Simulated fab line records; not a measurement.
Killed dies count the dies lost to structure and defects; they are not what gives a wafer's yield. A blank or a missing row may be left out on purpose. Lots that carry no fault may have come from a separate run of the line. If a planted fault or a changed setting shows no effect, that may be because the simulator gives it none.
fab line records | flow n5-finfet
record lots=11 wafers=31 last-day=17
route steps=1938 shown BEOL_M10@1505
lots untouched by any fault: they come from a run of this same line in which no faults occurred
start-h: the number of hours between the record's first day and the start of the first shown wafer of the lot | wait-h: hours since the lot's step before | " identical to the entry in the row above | L1.1+2: a row that stands for several wafers | - no value, or no start given | * or withheld: withheld | < > ~ a bound
route shown NAME@n: NAME is a module with steps in the file, n the number in the route of the first one | usual: the fault-free wafers' mean and standard deviation | same: alike in all rows | chamber/n: place in a boat | sites: readings site by site | _std_site: standard deviation of those values | _edge_site: mean of outer sites minus mean of inner sites | radius-mm: for every site, how far away it sits from the centre of the wafer | mask NAME#n: copy n | behind: the tool/chamber that last shaped the wafer | hold: reason for holding the lot/hours on hold/outcome of the hold | device: whichever transistor did not switch (one of n, p or np) | end of line: tests of these same wafers at the route's end | step lacking rows: just its recipe | killed: count of dies lost to structure and defects at first sort (not the wafer's yield) | map: dies across one wafer; x = killed, . = not, _ = none there
set.NAME: the setting as run; set.NAME@STEP: as run at that earlier step | model.NAME: the simulator's own value behind a step, which no gauge read
a sample of lots followed through the steps of the route, with each step as a table and each wafer as a row
services: a tool's chamber out of use, with start hour (start-h, from the record's first day; less than 0 if before it), hours out, and reason
## steps
# step N5_BEOL_M10_DESCUM_33
# recipe chemistry=O2 time-s=7.9 source-power-w=50 bias-power-w=20 pressure-mtorr=20 rf-frequency-hz=2.712e+07 temp-c=40 resist=CAR-ArF o2-flow-sccm=225
# usual drypump-motor-current-A=5.6/0.58 oes-product-au=0.81/0.087 rf-vpp-V=243.6/1.4 showerhead-plenum-p-Torr=2.12/0.076 throttle-valve-pct=20.43/0.18
# columns lot.wafer tool chamber start-h wait-h drypump-motor-current-A oes-product-au rf-hours-counter-h rf-vpp-V showerhead-plenum-p-Torr throttle-valve-pct
L784.1 rie-diel-04 3 249.88 0.0 6.2 0.74 151 242.8 2.00 20.69
L784.6 " 0 " " 6.7 0.71 - 243.9 2.14 20.30
L785.1 rie-diel-06 1 255.28 0.1 4.8 0.68 236 243.9 2.03 20.44
L785.3 " 3 " " 5.9 0.79 125 242.2 2.10 20.46
L785.6 " 2 " " 5.1 0.76 - 244.0 2.22 20.31
L786.1 rie-diel-04 1 258.36 0.0 5.9 0.95 7 244.4 2.16 20.78
L786.3 " 0 " " 6.7 0.71 213 243.9 2.14 20.30
L786.5 " 3 " " 6.2 0.74 - 241.7 2.00 20.71
L788.1 rie-diel-04 1 274.25 0.1 5.9 0.94 11 245.6 2.16 20.80
L788.2 " 3 " " 6.2 0.74 159 241.5 2.00 20.70
L788.3 " 0 " " 6.7 0.71 218 243.7 2.14 20.31
L789.2 rie-diel-05 0 282.03 0.0 4.8 0.92 29 244.1 2.24 20.55
L789.4 " 0 " " 4.8 0.91 - 244.7 2.24 20.53
L789.5 " 2 " " 5.3 0.83 - 243.4 2.12 20.18
L792.1 rie-diel-06 2 286.82 0.2 5.1 0.77 128 243.6 2.21 20.32
L792.3 " 1 " " 4.8 0.68 246 244.3 2.03 20.44
L792.4 " 0 " " 6.2 0.92 19 243.2 2.03 20.38
L796.1 rie-diel-06 0 305.73 0.0 6.2 0.91 25 242.9 2.03 20.41
L796.2 " 2 " " 5.1 0.75 135 246.2 2.21 20.33
L796.5 " 0 " " 6.2 0.91 - 243.3 2.03 20.40
L797.2 rie-diel-05 2 314.52 1.0 5.3 0.80 106 245.0 2.11 20.19
L797.3 " 1 " " 5.3 0.85 - 244.5 2.20 20.46
L797.4 " 2 " " 5.3 0.81 - 244.4 2.11 20.22
L801.1 rie-diel-06 3 344.53 0.0 5.9 0.75 163 242.1 2.09 20.53
L801.3 " 2 " " 5.1 0.75 155 244.1 2.20 20.37
L801.4 " 2 " " 5.1 0.74 - 243.1 2.20 20.37
L802.1 rie-diel-06 1 349.26 0.6 4.8 0.93 14 243.8 2.02 20.15
L802.3 " 3 " " 5.9 0.74 166 242.9 2.09 20.53
L802.4 " 1 " " 4.8 0.92 - 241.1 2.02 20.16
L803.5 rie-diel-05 1 349.52 0.7 5.3 0.83 - 246.1 2.19 20.49
L803.6 " 2 " " 5.3 0.78 - 242.9 2.10 20.24
# step N5_BEOL_M10_TRENCH_ETCH_37
# recipe chemistry=C4F6/O2 target-depth-a=1488.3 target=SiCOH_lowk time-s=48 ion-energy-ev=250 pressure-mtorr=30 source-w=345 bias-w=185 Ar_flow_sccm=300 C4F6_flow_sccm=10 O2_flow_sccm=10
# usual drypump-motor-current-A=5.6/0.58 oes-product-au=0.81/0.089 rf-vpp-V=675/18 showerhead-plenum-p-Torr=2.88/0.098 throttle-valve-pct=20.93/0.25
# columns lot.wafer tool chamber start-h wait-h drypump-motor-current-A oes-product-au rf-hours-counter-h rf-vpp-V showerhead-plenum-p-Torr throttle-valve-pct
L784.1 rie-diel-04 3 - - 6.2 0.75 151 683 2.76 21.40
L784.6 " 0 " " 6.7 0.72 - 696 2.93 20.96
L785.1 rie-diel-06 1 - - 4.8 0.68 236 643 2.79 21.00
L785.3 " 3 " " 5.9 0.78 125 695 2.84 20.86
L785.6 " 2 " " 5.1 0.76 - 688 3.01 20.88
L786.1 rie-diel-04 1 - - 5.9 0.96 7 649 2.93 21.25
L786.3 " 0 " " 6.7 0.72 213 697 2.93 20.97
L786.5 " 3 " " 6.2 0.75 - 682 2.76 21.42
L788.1 rie-diel-04 1 - - 5.8 0.94 12 650 2.92 21.26
L788.2 " 3 " " 6.2 0.74 159 682 2.76 21.42
L788.3 " 0 " " 6.7 0.71 218 696 2.93 20.97
L789.2 rie-diel-05 0 - - 4.8 0.94 29 681 3.04 21.02
L789.4 " 0 " " 4.8 0.93 - 682 3.04 21.03
L789.5 " 2 " " 5.3 0.81 - 660 2.83 20.38
L792.1 rie-diel-06 2 - - 5.1 0.75 129 686 3.01 20.90
L792.3 " 1 " " 4.8 0.69 246 646 2.78 21.02
L792.4 " 0 " " 6.2 0.91 19 651 2.78 20.91
L796.1 rie-diel-06 2 - - 5.1 0.75 135 688 3.01 20.92
L796.2 " 3 " " 5.9 0.76 143 696 2.84 20.90
L796.5 " 2 " " 5.1 0.74 - 687 3.01 20.89
L797.2 rie-diel-05 2 - - 5.3 0.78 106 660 2.82 20.42
L797.3 " 1 " " 5.3 0.86 - 676 2.98 20.98
L797.4 " 2 " " 5.3 0.79 - 661 2.82 20.41
L801.1 rie-diel-06 3 - - 5.8 0.74 163 694 2.83 20.94
L801.3 " 2 " " 5.1 0.74 155 687 3.00 20.92
L801.4 " 2 " " 5.1 0.73 - 686 3.00 20.94
L802.1 rie-diel-06 1 - - 4.8 0.92 14 643 2.77 20.73
L802.3 " 3 " " 5.8 0.74 166 693 2.83 20.95
L802.4 " 1 " " 4.8 0.91 - 644 2.77 20.70
L803.5 rie-diel-05 1 - - 5.3 0.84 - 677 2.98 21.01
L803.6 " 2 " " 5.3 0.78 - 659 2.81 20.44
# step N5_BEOL_M10_CURE_72
# recipe temp-c=370 time-s=120 ambient=DMADMS/He material=SiCOH_lowk
# usual lamp-power-pct=52.31/0.051 run-length-s=178.4/0.88 wafer_temp_C_max=372.1/0.63
# columns lot.wafer tool chamber start-h wait-h lamp-power-pct run-length-s wafer_temp_C_max
L784.1 uv-cure-01 1 250.66 0.1 52.29 178.0 372.5
L784.6 " 1 " " 52.39 178.2 371.2
L785.1 uv-cure-01 2 255.97 0.0 52.29 177.8 372.0
L785.3 " 2 " " 52.34 178.4 371.8
L785.6 " 2 " " 52.29 177.7 373.0
L786.1 uv-cure-01 1 259.04 0.0 52.38 178.3 371.1
L786.3 " 1 " " 52.37 178.1 371.8
L786.5 " 1 " " 52.25 178.0 371.4
L788.1 uv-cure-01 2 274.94 0.0 52.30 177.9 371.9
L788.2 " 2 " " 52.35 177.7 372.4
L788.3 " 2 " " 52.31 177.8 371.5
L789.2 uv-cure-03 1 282.78 0.1 52.38 178.6 372.7
L789.4 " 1 " " 52.34 178.4 372.6
L789.5 " 1 " " 52.40 178.4 372.5
L792.1 uv-cure-02 0 287.51 0.0 52.32 178.5 370.9
L792.3 " 0 " " 52.44 177.3 371.2
L792.4 " 0 " " 52.32 177.6 371.4
L796.1 uv-cure-01 0 306.64 0.1 - - -
L796.2 " 0 " " - - -
L796.5 " 0 " " - - -
L797.2 uv-cure-01 0 315.49 0.1 - - -
L797.3 " 0 " " - - -
L797.4 " 0 " " - - -
L801.1 uv-cure-02 0 345.51 0.3 52.29 177.5 371.1
L801.3 " 0 " " 52.37 177.7 371.5
L801.4 " 0 " " 52.32 177.4 371.3
L802.1 uv-cure-02 2 349.95 0.0 52.30 178.6 373.0
L802.3 " 2 " " 52.26 178.4 373.1
L802.4 " 2 " " 52.43 179.4 373.1
L803.5 uv-cure-01 1 350.60 0.2 52.31 178.2 371.8
L803.6 " 1 " " 52.33 178.8 372.3
# step N5_BEOL_M10_ANNEAL_51
# recipe temp-c=225 time-s=90 ambient=N2
# usual wafer_temp_C_max=226.1/0.38
# columns lot.wafer tool chamber start-h wait-h wafer_temp_C_max
L784.1 rtp-anneal-01 0 252.54 0.2 226.1
L784.6 " 0 " " 226.9
L785.1 rtp-anneal-02 0 258.24 0.8 225.8
L785.3 " 0 " " 225.7
L785.6 " 0 " " 225.9
L786.1 rtp-anneal-01 0 260.64 0.1 226.6
L786.3 " 0 " " 226.6
L786.5 " 0 " " 226.4
L788.1 rtp-anneal-02 0 276.14 0.1 225.4
L788.2 " 0 " " 226.2
L788.3 " 0 " " 225.6
L789.2 rtp-anneal-01 0 284.95 0.3 226.2
L789.4 " 0 " " 226.0
L789.5 " 0 " " 226.3
L792.1 rtp-anneal-01 0 289.55 0.5 226.3
L792.3 " 0 " " 226.4
L792.4 " 0 " " 226.8
L796.1 rtp-anneal-02 0 308.58 0.4 226.0
L796.2 " 0 " " 226.1
L796.5 " 0 " " 225.8
L797.2 rtp-anneal-01 0 317.92 0.1 226.7
L797.3 " 0 " " 226.4
L797.4 " 0 " " 226.1
L801.1 rtp-anneal-02 0 347.05 0.2 225.5
L801.3 " 0 " " 225.5
L801.4 " 0 " " 225.7
L802.1 rtp-anneal-02 0 352.27 0.3 225.6
L802.3 " 0 " " 226.0
L802.4 " 0 " " 225.6
L803.5 rtp-anneal-01 0 353.07 0.5 226.3
L803.6 " 0 " " 226.0
## services
# columns tool chamber start-h hours kind
rie-diel-04 1 235.62 8.8 repair
rie-diel-05 3 239.05 115.1 repair
uv-cure-02 - 240.52 1.9 repair
uv-cure-01 - 282.81 2.1 pm
uv-cure-03 - 286.17 2.1 pm
uv-cure-02 - 296.72 1.0 pm
rie-diel-06 1 300.87 - clean
rie-diel-06 1 300.87 - consumable-replace:focus-ring
rie-diel-06 1 300.87 19.6 scheduled-down
rie-diel-06 1 300.87 19.6 vent-cycle
rie-diel-06 0 336.10 14.8 repair
rie-diel-05 0 345.00 5.6 repair
## key
first-sign step=N5_BEOL_M10_CURE_72 reading=tool-record direction=missing
effect none on later readings
met-at N5_BEOL_M10_CURE_72
struck-lots L796,L797
not-acting-at N5_BEOL_M10_DESCUM_33,N5_BEOL_M10_TRENCH_ETCH_37,N5_BEOL_M10_ANNEAL_51
onset-between 274.94 306.64
fault kind=skipped-step-whole tool=uv-cure-01 chamber=- onset-h=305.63 steps=N5_BEOL_M10_CURE_72 scope=struck-lots-only
